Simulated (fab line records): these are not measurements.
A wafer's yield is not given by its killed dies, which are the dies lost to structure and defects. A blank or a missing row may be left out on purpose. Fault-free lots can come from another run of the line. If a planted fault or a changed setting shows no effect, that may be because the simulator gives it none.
fab line records    flow n5_finfet
record: lots: 7  wafers: 21
route steps=1938 shown BEOL_M14@1753 MIM_BOT@1833 MIM_BOT_LITHO@1860 PASSIVATION@1929
start_h: hours from the record's opening day to when the first of the lot's shown wafers began    wait_h: hours elapsed since this lot's preceding step    " repeats the value in the row above    L1.1+2: a row that stands for several wafers    - value missing, or start not given    * or withheld: withheld    < > ~ a bound
route shown NAME@n: names a module that has steps shown in the file, with the first one's number in the route    usual: mean/standard deviation of fault-free wafers    same: alike in all rows    chamber/n: place in a boat    sites: each site's reading    _std_site: standard deviation across them    _edge_site: mean of outer sites minus mean of inner sites    radius_mm: how far each site lies from the wafer's centre    mask NAME#n: copy n    behind: the tool/chamber that last shaped the wafer    hold: reason for holding the lot/hours on hold/outcome of the hold    device: the transistor (n, p or np) that didn't switch    end of line: the route-end tests of the same wafers    a step with no rows: only its recipe    killed: not the wafer's yield, but the dies lost to structure and defects at the first sort    map: a wafer's dies, marking killed ones x, the rest . and places with no die _
set.NAME: the setting as run; set.NAME@STEP: as run at that earlier step    model.NAME: the simulator's own value behind a step, which no gauge read
lots where settings were altered on purpose, with a table for each step and a row for each wafer
== steps ==
step: N5_BEOL_M14_TRENCH_ETCH_34
recipe: chemistry: C4F8/O2/Ar  target: SiO2  target_depth_a: 5566.5  mask_material: SOC  he_inner_torr: 15  he_outer_torr: 30  time_s: 126.9  ion_energy_ev: 800  pressure_mtorr: 20  source_w: 1905  bias_w: 2040  Ar_flow_sccm: 400  C4F8_flow_sccm: 16  O2_flow_sccm: 12
lot.wafer  tool         chamber  start_h  wait_h  set.time_s  model.etch.depth_nm
L074.1     rie_diel-06  3        247.52   0.0     126.9       545.7
L074.3     "            0        "        "       126.9       574.4
L074.4     "            1        "        "       126.9       551.9
L075.3     rie_diel-06  2        258.54   0.0     140.3       622.6
L075.4     "            1        "        "       126.9       552.7
L075.5     "            2        "        "       140.3       623.3
L085.1     rie_diel-01  3        324.45   0.0     126.9       566.6
L085.2     "            0        "        "       126.9       559.8
L085.6     "            0        "        "       126.9       563.3
L092.2     rie_diel-06  1        345.14   0.0     108.5       467.2
L092.3     "            2        "        "       108.5       475.1
L092.4     "            0        "        "       126.9       567.5
L091.4     rie_diel-02  2        360.05   0.1     126.9       552.5
L091.5     "            0        "        "       126.9       551.9
L091.6     "            1        "        "       142         621.5
L093.1     rie_diel-06  0        365.42   0.0     135.6       615.5
L093.3     "            1        "        "       135.6       586.5
L093.5     "            1        "        "       126.9       549.7
L095.2     rie_diel-06  0        379.65   0.0     109         492.9
L095.5     "            0        "        "       126.9       568.7
L095.6     "            1        "        "       109         468.4
step: N5_BEOL_M14_STRIP_70
recipe: chemistry: C4F8/O2/Ar  resist: SiARC  rf_frequency_hz: 6e+07
step: N5_BEOL_M14_OCD_MEAS_35
usual: trench_depth_nm: 556/10
lot.wafer  tool    chamber  start_h  wait_h  set.time_s@BEOL_M14_TRENCH_ETCH_34  trench_depth_nm
L074.1     ocd-01  -        247.67   0.0     126.9                               545
L074.3     "       -        "        "       126.9                               575
L074.4     "       -        "        "       126.9                               552
L075.3     ocd-02  -        258.70   0.0     140.3                               623
L075.4     "       -        "        "       126.9                               552
L075.5     "       -        "        "       140.3                               623
L085.1     ocd-01  -        324.61   0.0     126.9                               566
L085.2     "       -        "        "       126.9                               560
L085.6     "       -        "        "       126.9                               563
L092.2     ocd-01  -        345.30   0.0     108.5                               467
L092.3     "       -        "        "       108.5                               475
L092.4     "       -        "        "       126.9                               567
L091.4     ocd-01  -        360.15   0.0     126.9                               552
L091.5     "       -        "        "       126.9                               551
L091.6     "       -        "        "       142                                 621
L093.1     ocd-01  -        365.57   0.0     135.6                               615
L093.3     "       -        "        "       135.6                               586
L093.5     "       -        "        "       126.9                               550
L095.2     ocd-02  -        379.80   0.0     109                                 493
L095.5     "       -        "        "       126.9                               569
L095.6     "       -        "        "       109                                 468
step: N5_BEOL_M14_SPUTTER_44
recipe: material: Ta  target_thk_a: 150  temp_c: 50  bias_v: 80  power_w: 15000  chamber_pressure_pa: 0.07  time_s: 24.19
lot.wafer  tool            chamber  start_h  wait_h  set.time_s  model.Ta_of_BEOL_M14_SPUTTER_44.thk_nm
L074.1+4   pvd_sputter-02  -        248.50   0.0     23.27       14.4
L074.3     "               -        "        "       24.19       15.2
L075.3+5   pvd_sputter-02  -        261.20   0.0     24.19       15.2
L075.4     "               -        "        "       27.09       17
L085.1+6   pvd_sputter-03  -        326.20   0.0     24.19       15
L085.2     "               -        "        "       24.19       14.6
L092.2+4   pvd_sputter-03  -        348.33   0.0     24.19       14.8
L092.3     "               -        "        "       26.7        16.2
L091.4     pvd_sputter-02  -        361.59   0.0     27.68       17.4
L091.5     "               -        "        "       24.19       15.4
L091.6     "               -        "        "       24.19       15.2
L093.1     pvd_sputter-02  -        370.90   0.0     24.19       14.8
L093.3+5   "               -        "        "       26.69       16.6
L095.2     pvd_sputter-01  -        381.36   0.0     24.19       15
L095.5     "               -        "        "       22.77       14
L095.6     "               -        "        "       22.77       13.8
step: N5_BEOL_M14_SPUTTER_45
recipe: material: Cu  target_thk_a: 1000  temp_c: -20  bias_v: 60  power_w: 26000  chamber_pressure_pa: 0.13  time_s: 16.67
step: N5_BEOL_M14_ECD_47
recipe: material: Cu  target_thk_a: 12480
step: N5_BEOL_M14_ANNEAL_48
recipe: temp_c: 225  time_s: 90  ambient: N2
step: N5_BEOL_M14_CMP_49
recipe: stop_on: SiO2  t_overpolish_s: 5.2  down_force_psi: 2  platen_rpm: 80  clearing_platen_down_force_psi: 2  clearing_platen_rpm: 80  post_cmp_clean: cu_alkaline  target_thk_nm: 560  clearing_platen_pad_velocity_m_s: 1.5917  pad_velocity_m_s: 1.5917
lot.wafer  tool    chamber  start_h  wait_h  set.time_s@BEOL_M14_TRENCH_ETCH_34  model.Cu_of_BEOL_M14_ECD_47.thk_nm
L074.3     cmp-01  3        249.53   0.2     126.9                               576.4
L074.1     "       0        "        "       126.9                               549.8
L074.4     "       1        "        "       126.9                               554.8
L075.4     cmp-02  2        261.98   0.2     126.9                               553.6
L075.3     "       0        "        "       140.3                               626.8
L075.5     "       1        "        "       140.3                               625.6
L085.1     cmp-01  3        327.42   0.3     126.9                               569.6
L085.2     "       1        "        "       126.9                               563.8
L085.6     "       3        "        "       126.9                               566.2
L092.4     cmp-01  0        349.32   0.1     126.9                               570.8
L092.3     "       1        "        "       108.5                               475
L092.2     "       3        "        "       108.5                               469.6
L091.4     cmp-03  0        362.56   0.2     126.9                               552.6
L091.5     "       3        "        "       126.9                               555.6
L091.6     "       0        "        "       142                                 622.8
L093.3     cmp-02  3        371.66   0.2     135.6                               588.8
L093.1     "       0        "        "       135.6                               618.2
L093.5     "       2        "        "       126.9                               550.6
L095.2     cmp-01  2        382.28   0.3     109                                 496
L095.6     "       3        "        "       109                                 474
L095.5     "       0        "        "       126.9                               574.4
step: N5_BEOL_M14_THK_MEAS_50
recipe: thk_meas_gauge: xrf  reads: Cu_of_BEOL_M14_ECD_47
usual: M14_THK: 559/12
lot.wafer  tool           chamber  start_h  wait_h  set.time_s@BEOL_M14_TRENCH_ETCH_34  M14_THK[nm]
L074.1     film_metro-01  -        249.79   -       126.9                               557
L074.3     "              -        "        "       126.9                               585
L074.4     "              -        "        "       126.9                               563
L075.3     film_metro-02  -        262.24   -       140.3                               622
L075.4     "              -        "        "       126.9                               550
L075.5     "              -        "        "       140.3                               622
L085.1     film_metro-02  -        327.68   -       126.9                               564
L085.2     "              -        "        "       126.9                               556
L085.6     "              -        "        "       126.9                               561
L092.2     film_metro-02  -        349.61   -       108.5                               472
L092.3     "              -        "        "       108.5                               481
L092.4     "              -        "        "       126.9                               576
L091.4     film_metro-02  -        362.82   -       126.9                               553
L091.5     "              -        "        "       126.9                               556
L091.6     "              -        "        "       142                                 622
L093.1     film_metro-02  -        371.88   -       135.6                               613
L093.3     "              -        "        "       135.6                               588
L093.5     "              -        "        "       126.9                               548
L095.2     film_metro-01  -        382.47   -       109                                 501
L095.5     "              -        "        "       126.9                               582
L095.6     "              -        "        "       109                                 482
step: N5_BEOL_M14_PRE_CLEAN_52
recipe: gas: NH3  time_s: 15  temp_c: withheld  rf_power_w: 300
step: N5_BEOL_M14_DEP_53
recipe: material: SiCN  target_thk_a: 500  temp_c: withheld  precursor: 3MS/NH3  pressure_torr: 3  rf_w: 675  time_s: 17.8
step: N5_BEOL_M14_RS_MEAS_54
recipe: thk_meas_gauge: four-point-probe  reads: Cu_of_BEOL_M14_ECD_47+Ta_of_BEOL_M14_SPUTTER_44+TaN_of_BEOL_M14_SPUTTER_43
usual: M14_RS: 0.0333/0.00062
lot.wafer  tool           chamber  start_h  wait_h  set.time_s@BEOL_M14_TRENCH_ETCH_34  M14_RS[ohm/sq]
L074.1     film_metro-01  -        249.92   0.0     126.9                               0.0337
L074.3     "              -        "        "       126.9                               0.0322
L074.4     "              -        "        "       126.9                               0.0335
L075.3     film_metro-01  -        262.38   0.1     140.3                               0.0296
L075.4     "              -        "        "       126.9                               0.0336
L075.5     "              -        "        "       140.3                               0.0296
L085.1     film_metro-01  -        327.81   0.0     126.9                               0.0326
L085.2     "              -        "        "       126.9                               0.0329
L085.6     "              -        "        "       126.9                               0.0328
L092.2     film_metro-02  -        349.86   0.1     108.5                               0.0399
L092.3     "              -        "        "       108.5                               0.0394
L092.4     "              -        "        "       126.9                               0.0325
L091.4     film_metro-01  -        362.95   0.0     126.9                               0.0337
L091.5     "              -        "        "       126.9                               0.0335
L091.6     "              -        "        "       142                                 0.0297
L093.1     film_metro-02  -        372.01   0.0     135.6                               0.0301
L093.3     "              -        "        "       135.6                               0.0316
L093.5     "              -        "        "       126.9                               0.0338
L095.2     film_metro-02  -        382.61   0.1     109                                 0.0378
L095.5     "              -        "        "       126.9                               0.0324
L095.6     "              -        "        "       109                                 0.0395
step: N5_MIM_BOT_SPUTTER_00
recipe: material: TiN  target_thk_a: 350  temp_c: 200  power_w: 3000  chamber_pressure_pa: 0.49996  gas: Ar  reactive_partial_pa: 0.37997  time_s: 89.7
lot.wafer  tool            chamber  start_h  wait_h  set.time_s  model.TiN_of_MIM_BOT_SPUTTER_00.thk_nm
L074.1     pvd_sputter-03  -        258.73   0.0     89.7        35
L074.3     "               -        "        "       89.7        35.2
L074.4     "               -        "        "       89.7        34.8
L075.3+5   pvd_sputter-03  -        278.54   0.0     89.7        34.6
L075.4     "               -        "        "       97.92       38.4
L085.1+6   pvd_sputter-02  -        347.30   0.0     89.7        35.6
L085.2     "               -        "        "       89.7        35.4
L092.2     pvd_sputter-03  -        357.35   0.0     85.77       33.8
L092.3     "               -        "        "       89.7        35
L092.4     "               -        "        "       89.7        35.4
L091.4     pvd_sputter-01  -        374.01   0.0     81.25       31.2
L091.5     "               -        "        "       89.7        34.8
L091.6     "               -        "        "       89.7        34.4
L093.1     pvd_sputter-02  -        379.39   0.0     89.7        34.8
L093.3     "               -        "        "       98.43       38.6
L093.5     "               -        "        "       89.7        35.4
L095.2     pvd_sputter-02  -        391.11   0.0     89.7        34.4
L095.5+6   "               -        "        "       89.7        34.8
step: N5_MIM_BOT_LITHO_DEVELOP_07
recipe: develop_time_s: 60  rinse_liquid: diw  dry: air_spin  dev_temp_c: 21
lot.wafer   tool            chamber  start_h  wait_h  set.develop_time_s
L074.1+3+4  litho_track-05  0        -        -       60
L075.3+4    litho_track-05  0        -        -       54.02
L075.5      "               0        "        "       60
L085.1+2+6  litho_track-01  0        -        -       60
L092.2+3+4  litho_track-01  0        -        -       60
L091.4+6    litho_track-05  0        -        -       50.12
L091.5      "               0        "        "       60
L093.1+3    litho_track-04  0        -        -       60
L093.5      "               0        "        "       66.44
L095.2+6    litho_track-05  0        -        -       60
L095.5      "               0        "        "       51.37
step: N5_MIM_BOT_LITHO_HARDBAKE_09
recipe: temp_c: 130  time_s: 120
step: N5_MIM_BOT_LITHO_CD_MEAS_08
recipe: target_cd_nm: 3000  landing_energy_ev: 500  detector: se_inlens  polarity: opening
usual: cd_nm: 3000.4/1.6
lot.wafer  tool       chamber  start_h  wait_h  set.develop_time_s@MIM_BOT_LITHO_DEVELOP_07  cd_nm
L074.1     cd_sem-03  0        262.33   -       60                                           3001.2
L074.3     "          0        "        "       60                                           2999.3
L074.4     "          0        "        "       60                                           2999.4
L075.3     cd_sem-02  0        283.35   -       54.02                                        2997.4
L075.4     "          0        "        "       54.02                                        2999.0
L075.5     "          0        "        "       60                                           3001.7
L085.1     cd_sem-03  0        349.88   -       60                                           3000.2
L085.2     "          0        "        "       60                                           3000.2
L085.6     "          0        "        "       60                                           3000.6
L092.2     cd_sem-01  0        359.47   -       60                                           3001.4
L092.3     "          0        "        "       60                                           3001.7
L092.4     "          0        "        "       60                                           2999.0
L091.4     cd_sem-01  0        376.77   -       50.12                                        2996.2
L091.5     "          0        "        "       60                                           3000.7
L091.6     "          0        "        "       50.12                                        2996.8
L093.1     cd_sem-01  0        381.68   -       60                                           3000.6
L093.3     "          0        "        "       60                                           2999.0
L093.5     "          0        "        "       66.44                                        3002.2
L095.2     cd_sem-03  0        393.65   -       60                                           2999.0
L095.5     "          0        "        "       51.37                                        2996.2
L095.6     "          0        "        "       60                                           3000.7
step: N5_PASSIVATION_PASS_ETCH_47
recipe: chemistry: CF4/O2  target: SiNx  target_depth_a: 7700  time_s: 385  ion_energy_ev: 100  pressure_mtorr: 40  source_w: 535  bias_w: 49  Ar_flow_sccm: 100  cf4_flow_sccm: 100  O2_flow_sccm: 10
lot.wafer  tool         chamber  start_h  wait_h  set.time_s  model.etch.depth_nm
L074.1     rie_diel-06  3        270.48   0.0     385         750.9
L074.3     "            1        "        "       449         887
L074.4     "            2        "        "       385         773.3
L075.3     rie_diel-02  3        290.90   0.0     385         758.1
L075.4     "            2        "        "       356.5       711.9
L075.5     "            0        "        "       356.5       707.1
L085.1     rie_diel-06  3        356.13   0.0     385         789.4
L085.2     "            1        "        "       385         762.8
L085.6     "            3        "        "       385         792.3
L092.2     rie_diel-01  0        365.34   0.0     385         777.6
L092.3     "            2        "        "       385         770.2
L092.4     "            1        "        "       385         748.8
L091.4     rie_diel-06  0        382.30   0.0     407.6       836.5
L091.5     "            1        "        "       407.6       800.3
L091.6     "            0        "        "       407.6       833.2
L093.1     rie_diel-01  3        387.42   0.0     356.4       719.3
L093.3     "            0        "        "       385         778.5
L093.5     "            2        "        "       385         771.6
L095.2     rie_diel-01  2        399.10   0.0     385         773.4
L095.5     "            0        "        "       385         787.3
L095.6     "            3        "        "       385         792.1
== key ==
split: step: N5_BEOL_M14_TRENCH_ETCH_34  setting: time_s  stated: 126.9  by: wafer
response: step: N5_BEOL_M14_TRENCH_ETCH_34  reading: model.etch.depth_nm  change: +6.42  per: 1%  r: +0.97
response: step: N5_BEOL_M14_OCD_MEAS_35  reading: trench_depth_nm  change: +6.43  per: 1%  r: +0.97
response: step: N5_BEOL_M14_CMP_49  reading: model.Cu_of_BEOL_M14_ECD_47.thk_nm  change: +6.54  per: 1%  r: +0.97
response: step: N5_BEOL_M14_THK_MEAS_50  reading: M14_THK  change: +6.56  per: 1%  r: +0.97
response: step: N5_BEOL_M14_RS_MEAS_54  reading: M14_RS  change: -0.000422  per: 1%  r: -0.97
split: step: N5_BEOL_M14_SPUTTER_44  setting: time_s  stated: 24.19  by: wafer
response: step: N5_BEOL_M14_SPUTTER_44  reading: model.Ta_of_BEOL_M14_SPUTTER_44.thk_nm  change: +0.154  per: 1%  r: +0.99
split: step: N5_MIM_BOT_SPUTTER_00  setting: time_s  stated: 89.7  by: wafer
response: step: N5_MIM_BOT_SPUTTER_00  reading: model.TiN_of_MIM_BOT_SPUTTER_00.thk_nm  change: +0.373  per: 1%  r: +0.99
split: step: N5_MIM_BOT_LITHO_DEVELOP_07  setting: develop_time_s  stated: 60  by: wafer
response: step: N5_MIM_BOT_LITHO_CD_MEAS_08  reading: cd_nm  change: +0.264  per: 1%  r: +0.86
split: step: N5_PASSIVATION_PASS_ETCH_47  setting: time_s  stated: 385  by: wafer
response: step: N5_PASSIVATION_PASS_ETCH_47  reading: model.etch.depth_nm  change: +7.38  per: 1%  r: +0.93
